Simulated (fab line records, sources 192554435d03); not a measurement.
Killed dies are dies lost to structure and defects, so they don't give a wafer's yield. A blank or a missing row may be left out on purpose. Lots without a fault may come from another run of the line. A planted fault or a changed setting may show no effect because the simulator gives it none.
Chamber matching | flow n5_finfet | N5_BEOL_M0_CO_CAP_123 on cvd_co-01: 3 sister chambers
The step material Co, precursor CCTBA/H2, target thk 2 nm, time 102.1 s. 3 wafers are shown with their chamber, then 8 later ones without.

WAFERS WITH THEIR CHAMBER
wafer  | chamber | heater_power_w (W)
L086.1 | 0       | 216
L086.4 | 1       | 252
L088.1 | 2       | 234

WAFERS WITHOUT THEIR CHAMBER
wafer  | heater_power_w (W)
L088.2 | 210
L088.4 | 230
L089.1 | 212
L089.2 | 237
L089.4 | 239
L093.4 | 208
L093.5 | 231
L093.6 | 245

WHICH CHAMBER EACH WENT THROUGH
wafer  | from the rows above     | in truth
L088.2 | 0                       | 0
L088.4 | can't be placed: 2 or 0 | 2
L089.1 | 0                       | 0
L089.2 | 2                       | 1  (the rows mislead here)
L089.4 | can't be placed: 2 or 1 | 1
L093.4 | 0                       | 0
L093.5 | 2                       | 2
L093.6 | can't be placed: 1 or 2 | 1
Placed correctly: 4 of 8. Can't be placed from these rows: 3 (the true chamber is among the candidates in 3). Placed wrongly: 1.
How it was worked out, from the rows above alone: a wafer's distance from a chamber is the root of the sum, over the readings, of the square of ((its reading less the chamber's mean) divided by the reading's scatter). The wafer belongs to the nearest chamber; if the next one is less than 2 further off, it can't be placed. A chamber's mean is the mean of its shown wafers. The scatter: with one shown wafer a chamber, the root of the mean of the squares of how far each hidden wafer lies from its nearest shown one.
